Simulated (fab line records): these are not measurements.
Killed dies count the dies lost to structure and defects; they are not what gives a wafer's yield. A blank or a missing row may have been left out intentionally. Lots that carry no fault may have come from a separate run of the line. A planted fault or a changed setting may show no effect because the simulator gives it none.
Which tool is to blame?    flow n5_finfet    24 lots, 72 wafers sampled, at 6 steps of a route of 1938

WHAT THE GAUGES READ, wafer by wafer
N5_BEOL_M4_CD_MEAS_11: the cd target is 16.79 nm.
lot   measured      on         cd_nm (nm)
L074  day 7 08:42   cd_sem-01  16.91 17.07 16.59
L075  day 7 08:58   cd_sem-02  17.01 16.61 16.63
L076  day 7 23:13   cd_sem-03  16.78 16.93 16.87
L077  day 7 23:22   cd_sem-02  17.02 17.05 16.57
L078  day 8 11:28   cd_sem-03  16.83 16.73 16.65
L080  day 8 15:09   cd_sem-02  16.62 16.91 16.87
L079  day 8 18:56   cd_sem-03  17.03 16.99 16.78
L081  day 8 21:43   cd_sem-01  16.99 16.94 16.73
L082  day 9 03:27   cd_sem-01  16.43 16.38 17.15
L083  day 9 12:11   cd_sem-03  16.95 16.70 16.87
L084  day 10 03:41  cd_sem-03  16.48 16.79 16.37
L086  day 10 04:32  cd_sem-03  16.61 17.04 16.90
L085  day 10 10:08  cd_sem-01  16.88 17.02 16.92
L087  day 10 15:56  cd_sem-03  16.66 16.65 16.56
L088  day 10 17:35  cd_sem-03  16.84 16.64 16.82
L089  day 11 04:51  cd_sem-01  16.52 16.86 16.57
L090  day 11 08:51  cd_sem-03  16.72 16.74 16.96
L091  day 11 09:01  cd_sem-02  16.95 17.13 16.89
L093  day 12 05:33  cd_sem-03  16.81 17.06 16.94
L092  day 12 11:35  cd_sem-03  16.51 17.04 16.53
L094  day 12 12:42  cd_sem-03  16.58 16.72 16.50
L095  day 13 05:11  cd_sem-02  16.74 16.51 16.74
L096  day 13 16:50  cd_sem-03  16.76 16.95 16.86
L097  day 13 17:50  cd_sem-02  16.67 16.71 16.84

N5_BEOL_M4_CD_MEAS_18: pitch 36 nm, target cd 18 nm.
lot   measured      on         cd_nm (nm)
L074  day 7 09:25   cd_sem-01  18.33 18.18 18.17
L075  day 7 09:31   cd_sem-01  17.83 17.68 17.60
L076  day 8 00:24   cd_sem-02  17.73 17.91 18.36
L077  day 8 00:32   cd_sem-03  18.22 18.12 18.08
L078  day 8 12:02   cd_sem-02  17.88 18.39 18.52
L080  day 8 15:52   cd_sem-01  18.22 18.40 18.27
L079  day 8 19:42   cd_sem-02  17.93 18.01 18.22
L081  day 8 22:23   cd_sem-02  18.21 17.87 17.79
L082  day 9 04:02   cd_sem-03  17.82 18.02 18.02
L083  day 9 12:45   cd_sem-02  17.95 17.69 17.58
L084  day 10 04:15  cd_sem-03  17.71 18.10 18.08
L086  day 10 05:06  cd_sem-01  17.86 18.46 17.92
L085  day 10 10:41  cd_sem-01  18.61 18.56 17.43
L087  day 10 16:37  cd_sem-01  17.84 17.83 18.13
L088  day 10 18:08  cd_sem-01  18.18 17.44 17.82
L089  day 11 05:25  cd_sem-02  17.86 18.30 17.75
L090  day 11 09:26  cd_sem-03  18.02 17.16 18.05
L091  day 11 09:39  cd_sem-03  17.88 18.29 18.16
L093  day 12 06:07  cd_sem-01  17.96 17.79 18.11
L092  day 12 12:28  cd_sem-03  17.86 17.92 17.59
L094  day 12 13:16  cd_sem-02  17.72 17.69 17.69
L095  day 13 05:44  cd_sem-03  17.98 18.12 18.21
L096  day 13 18:16  cd_sem-02  18.70 18.40 18.16
L097  day 13 18:44  cd_sem-02  18.04 18.77 18.61

TOOL THAT RAN EACH LOT (tool first, then ch and the chambers of the sampled wafers, then the start)
lot   N5_BEOL_M3_VIA_ETCH_34              N5_BEOL_M4_HM_DEP_02          N5_BEOL_M4_ETCH_74                  N5_BEOL_M4_ETCH_64
L074  rie_diel-04 ch 0,1,2, day 7 03:15   pvd_sputter-03, day 7 08:11   rie_diel-02 ch 1,3, day 7 08:55     rie_diel-02 ch 0,1, day 7 08:58
L075  rie_diel-06 ch 1,2,3, day 7 03:58   pvd_sputter-02, day 7 08:34   rie_diel-01 ch 1,2,3, day 7 09:07   rie_diel-01 ch 1,2,3, day 7 09:10
L076  rie_diel-04 ch 0,1,3, day 7 15:50   pvd_sputter-02, day 7 22:42   rie_diel-02 ch 0,1,2, day 7 23:54   rie_diel-02 ch 0,1,2, day 7 23:57
L077  rie_diel-06 ch 1,2,3, day 7 15:52   pvd_sputter-01, day 7 22:58   rie_diel-02 ch 0,2,3, day 8 00:08   rie_diel-02 ch 0,2,3, day 8 00:11
L078  rie_diel-06 ch 0,2, day 8 04:49     pvd_sputter-01, day 8 11:05   rie_diel-02 ch 1,2, day 8 11:38     rie_diel-02 ch 1,2, day 8 11:40
L080  rie_diel-06 ch 0,3, day 8 09:38     pvd_sputter-01, day 8 14:45   rie_diel-02 ch 1,2, day 8 15:28     rie_diel-02 ch 1,2, day 8 15:31
L079  rie_diel-04 ch 0,2,3, day 8 10:03   pvd_sputter-03, day 8 18:33   rie_diel-01 ch 0,2,3, day 8 19:16   rie_diel-01 ch 0,2,3, day 8 19:18
L081  rie_diel-06 ch 0,3, day 8 13:48     pvd_sputter-01, day 8 21:19   rie_diel-03 ch 1,2, day 8 21:52     rie_diel-03 ch 1,2, day 8 21:55
L082  rie_diel-05 ch 0,1, day 8 22:25     pvd_sputter-01, day 9 03:02   rie_diel-03 ch 2,3, day 9 03:36     rie_diel-03 ch 2,3, day 9 03:39
L083  rie_diel-06 ch 0,1,2, day 9 06:50   pvd_sputter-03, day 9 11:47   rie_diel-03 ch 1,2, day 9 12:21     rie_diel-03 ch 1,2, day 9 12:23
L084  rie_diel-06 ch 1,2,3, day 9 22:22   pvd_sputter-02, day 10 03:17  rie_diel-01 ch 0,1,2, day 10 03:51  rie_diel-01 ch 0,1,2, day 10 03:53
L086  rie_diel-05 ch 0,1,3, day 9 23:06   pvd_sputter-03, day 10 04:09  rie_diel-01 ch 1,2,3, day 10 04:43  rie_diel-01 ch 1,2,3, day 10 04:45
L085  rie_diel-06 ch 1,3, day 10 04:26    pvd_sputter-02, day 10 09:37  rie_diel-03 ch 0,1, day 10 10:17    rie_diel-03 ch 0,1, day 10 10:20
L087  rie_diel-04 ch 0,1,3, day 10 09:16  pvd_sputter-01, day 10 15:32  rie_diel-01 ch 0,1,3, day 10 16:13  rie_diel-01 ch 0,1,3, day 10 16:16
L088  rie_diel-06 ch 1,2,3, day 10 12:02  pvd_sputter-02, day 10 17:11  rie_diel-02 ch 0,1,2, day 10 17:44  rie_diel-02 ch 0,1,2, day 10 17:47
L089  rie_diel-05 ch 0,1,2, day 10 21:53  pvd_sputter-02, day 11 04:28  rie_diel-03 ch 0,1, day 11 05:01    rie_diel-03 ch 0,1, day 11 05:03
L090  rie_diel-06 ch 0,2,3, day 11 03:28  pvd_sputter-03, day 11 08:17  rie_diel-01 ch 1,2,3, day 11 09:00  rie_diel-01 ch 1,2,3, day 11 09:03
L091  rie_diel-04 ch 1,2, day 11 03:33    pvd_sputter-03, day 11 08:23  rie_diel-02 ch 0,2,3, day 11 09:10  rie_diel-02 ch 0,2,3, day 11 09:13
L093  rie_diel-06 ch 0,2,3, day 12 00:20  pvd_sputter-02, day 12 05:02  rie_diel-02 ch 0,2,3, day 12 05:43  rie_diel-02 ch 0,2,3, day 12 05:45
L092  rie_diel-04 ch 0,1,2, day 12 04:41  pvd_sputter-03, day 12 11:11  rie_diel-03 ch 1,2, day 12 11:44    rie_diel-03 ch 1,2, day 12 11:47
L094  rie_diel-05 ch 0,1,2, day 12 06:01  pvd_sputter-02, day 12 12:11  rie_diel-01 ch 0,2,3, day 12 12:52  rie_diel-01 ch 0,2,3, day 12 12:55
L095  rie_diel-06 ch 0,1,2, day 12 23:04  pvd_sputter-03, day 13 04:40  rie_diel-02 ch 0,2, day 13 05:20    rie_diel-02 ch 0,2, day 13 05:23
L096  rie_diel-06 ch 0,2,3, day 13 09:27  pvd_sputter-03, day 13 16:26  rie_diel-02 ch 0,2,3, day 13 17:43  rie_diel-02 ch 0,2,3, day 13 17:46
L097  rie_diel-06 ch 1,3, day 13 10:28    pvd_sputter-02, day 13 17:26  rie_diel-02 ch 1,2,3, day 13 18:19  rie_diel-02 ch 1,2,3, day 13 18:22
- N5_BEOL_M3_VIA_ETCH_34: etches the open film in C4F6/O2, target depth 69.4 nm, time 65.9 s.
- N5_BEOL_M4_HM_DEP_02: deposits TiN, target thk 20 nm.
- N5_BEOL_M4_ETCH_74: etches underlayer in N2/H2, target depth 6.5 nm, time 5.2 s.
- N5_BEOL_M4_ETCH_64: etches SOC in N2/H2, target depth 75 nm, overetch 22.5 nm, time 121.9 s.

WHAT THE TOOLS THEMSELVES READ (means of the sampled wafers that have a number; where no wafer has one, the mark that the record gives instead)
N5_BEOL_M3_VIA_ETCH_34.
lot   tool         drypump_motor_current_A (A)  oes_product_au (a.u.)  rf_vpp_V (V)  showerhead_plenum_p_Torr (Torr)  throttle_valve_pct (%)
L074  rie_diel-04  6.0                          0.73                   670           2.83                             30.97
L075  rie_diel-06  5.7                          0.74                   672           2.88                             30.69
L076  rie_diel-04  5.5                          0.77                   667           2.85                             30.94
L077  rie_diel-06  5.6                          0.73                   672           2.88                             30.67
L078  rie_diel-06  5.8                          0.71                   675           2.92                             30.64
L080  rie_diel-06  5.5                          0.72                   674           2.92                             30.51
L079  rie_diel-04  5.8                          0.87                   661           2.80                             30.96
L081  rie_diel-06  5.6                          0.72                   673           2.92                             30.50
L082  rie_diel-05  5.7                          0.70                   670           2.78                             30.94
L083  rie_diel-06  5.8                          0.71                   671           2.85                             30.75
L084  rie_diel-06  5.6                          0.72                   671           2.87                             30.70
L086  rie_diel-05  5.7                          0.74                   667           2.79                             30.80
L085  rie_diel-06  5.5                          0.73                   665           2.80                             30.72
L087  rie_diel-04  5.5                          0.75                   668           2.85                             30.97
L088  rie_diel-06  5.6                          0.72                   671           2.87                             30.71
L089  rie_diel-05  5.5                          0.75                   667           2.83                             30.88
L090  rie_diel-06  5.6                          0.80                   675           2.93                             30.55
L091  rie_diel-04  6.3                          0.84                   664           2.81                             30.93
L093  rie_diel-06  5.6                          0.80                   676           2.92                             30.55
L092  rie_diel-04  6.0                          0.88                   667           2.81                             30.78
L094  rie_diel-05  5.5                          0.74                   667           2.83                             30.88
L095  rie_diel-06  5.8                          0.78                   670           2.84                             30.71
L096  rie_diel-06  5.6                          0.78                   675           2.92                             30.56
L097  rie_diel-06  5.4                          0.72                   670           2.86                             30.60

N5_BEOL_M4_HM_DEP_02.
lot   tool            throttle_valve_pct (%)
L074  pvd_sputter-03  30.2
L075  pvd_sputter-02  31.5
L076  pvd_sputter-02  31.5
L077  pvd_sputter-01  31.3
L078  pvd_sputter-01  30.5
L080  pvd_sputter-01  31.0
L079  pvd_sputter-03  31.0
L081  pvd_sputter-01  31.2
L082  pvd_sputter-01  31.3
L083  pvd_sputter-03  29.9
L084  pvd_sputter-02  30.6
L086  pvd_sputter-03  29.9
L085  pvd_sputter-02  30.9
L087  pvd_sputter-01  31.2
L088  pvd_sputter-02  31.5
L089  pvd_sputter-02  30.7
L090  pvd_sputter-03  30.3
L091  pvd_sputter-03  30.1
L093  pvd_sputter-02  31.7
L092  pvd_sputter-03  30.5
L094  pvd_sputter-02  31.2
L095  pvd_sputter-03  30.4
L096  pvd_sputter-03  30.5
L097  pvd_sputter-02  31.1

N5_BEOL_M4_ETCH_74.
lot   tool         drypump_motor_current_A (A)  etch_rf_on_time_s (s)  h2_flow_sccm (sccm)  oes_product_au (a.u.)  rf_vpp_V (V)  showerhead_plenum_p_Torr (Torr)  throttle_valve_pct (%)
L074  rie_diel-02  5.2                          5.21                   199.7                0.63                   523.4         2.47                             17.86
L075  rie_diel-01  5.9                          5.17                   200.0                0.72                   524.4         2.57                             17.60
L076  rie_diel-02  5.3                          5.08                   200.0                0.70                   524.1         2.52                             17.79
L077  rie_diel-02  5.7                          5.22                   200.7                0.73                   523.9         2.58                             17.73
L078  rie_diel-02  5.1                          5.18                   200.7                0.66                   521.1         2.47                             17.90
L080  rie_diel-02  5.1                          5.16                   199.3                0.66                   521.1         2.47                             17.91
L079  rie_diel-01  6.0                          5.13                   200.0                0.73                   525.9         2.61                             17.48
L081  rie_diel-03  6.2                          5.19                   199.3                0.61                   522.9         2.49                             17.80
L082  rie_diel-03  6.3                          5.20                   199.6                0.59                   522.2         2.48                             18.10
L083  rie_diel-03  6.2                          5.16                   199.7                0.61                   521.9         2.48                             17.81
L084  rie_diel-01  5.9                          5.14                   200.1                0.72                   523.3         2.53                             17.55
L086  rie_diel-01  5.9                          5.12                   199.9                0.69                   523.9         2.56                             17.63
L085  rie_diel-03  6.1                          5.20                   200.3                0.73                   524.0         2.53                             17.50
L087  rie_diel-01  6.1                          5.09                   199.5                0.74                   523.8         2.59                             17.53
L088  rie_diel-02  5.3                          5.14                   200.4                0.67                   522.9         2.51                             17.81
L089  rie_diel-03  6.1                          5.21                   200.1                0.71                   523.4         2.53                             17.51
L090  rie_diel-01  5.9                          5.16                   199.2                0.69                   523.6         2.56                             17.66
L091  rie_diel-02  5.7                          5.22                   199.2                0.70                   523.8         2.56                             17.79
L093  rie_diel-02  5.7                          5.16                   200.0                0.69                   524.4         2.56                             17.80
L092  rie_diel-03  6.0                          5.19                   200.2                0.59                   522.9         2.55                             17.88
L094  rie_diel-01  6.0                          5.16                   200.1                0.69                   525.3         2.60                             17.54
L095  rie_diel-02  5.5                          5.20                   199.5                0.67                   525.6         2.55                             17.72
L096  rie_diel-02  5.7                          5.22                   199.4                0.67                   524.2         2.55                             17.83
L097  rie_diel-02  5.4                          5.30                   199.9                0.72                   525.6         2.61                             17.80

N5_BEOL_M4_ETCH_64.
lot   tool         drypump_motor_current_A (A)  h2_flow_sccm (sccm)  oes_product_au (a.u.)  rf_vpp_V (V)  showerhead_plenum_p_Torr (Torr)  throttle_valve_pct (%)
L074  rie_diel-02  5.0                          199.9                0.56                   521.0         2.46                             17.71
L075  rie_diel-01  5.9                          200.1                0.64                   525.7         2.57                             17.55
L076  rie_diel-02  5.3                          199.3                0.62                   524.2         2.52                             17.73
L077  rie_diel-02  5.7                          200.4                0.64                   524.8         2.58                             17.69
L078  rie_diel-02  5.1                          199.6                0.59                   521.1         2.47                             17.86
L080  rie_diel-02  5.1                          200.1                0.58                   521.9         2.47                             17.86
L079  rie_diel-01  6.0                          200.1                0.64                   525.7         2.61                             17.44
L081  rie_diel-03  6.2                          199.9                0.55                   522.8         2.49                             17.75
L082  rie_diel-03  6.3                          200.1                0.54                   521.2         2.48                             18.07
L083  rie_diel-03  6.2                          200.3                0.54                   522.5         2.48                             17.77
L084  rie_diel-01  5.9                          200.0                0.63                   524.2         2.53                             17.51
L086  rie_diel-01  5.9                          199.8                0.61                   524.5         2.56                             17.59
L085  rie_diel-03  6.1                          200.2                0.65                   523.2         2.53                             17.46
L087  rie_diel-01  6.1                          200.3                0.65                   524.8         2.59                             17.49
L088  rie_diel-02  5.3                          200.0                0.60                   521.9         2.51                             17.76
L089  rie_diel-03  6.1                          199.9                0.64                   522.8         2.53                             17.47
L090  rie_diel-01  5.9                          200.3                0.61                   524.3         2.56                             17.61
L091  rie_diel-02  5.6                          200.3                0.61                   524.2         2.56                             17.76
L093  rie_diel-02  5.6                          200.0                0.61                   523.7         2.56                             17.76
L092  rie_diel-03  6.0                          200.4                0.52                   523.4         2.54                             17.83
L094  rie_diel-01  6.0                          199.7                0.61                   525.8         2.60                             17.50
L095  rie_diel-02  5.6                          199.7                0.60                   524.4         2.55                             17.69
L096  rie_diel-02  5.6                          200.5                0.60                   524.8         2.55                             17.78
L097  rie_diel-02  5.4                          200.9                0.65                   525.2         2.61                             17.76

THE ANSWER, worked out from the rows above alone
Rule: usual is defined by the lots themselves. Put in order of their means at a reading, lots are off if they are a third of the lots or fewer, leave a main group of 4 or more, and stand apart from it by a gap of 3 or more times the standard deviation of the main group's means; of several such gaps the widest counts. The tables above print the reading to a certain number of digits; a main group whose means all agree to those digits is not used. A lot without any number at a reading at which 4 lots or more have one is off too. Where the step has rows for the other lots, those lots are counted as sound. After the gauges, taken in route order, come the tools' own readings; for these a lot's mean is taken, as printed above. At the first step where some lot is off, the reading lying furthest off is the one used; lots without a number count as furthest.
No lot is off on any of the readings shown, so nothing can be concluded from this.

WHAT THE SIMULATOR PUT IN
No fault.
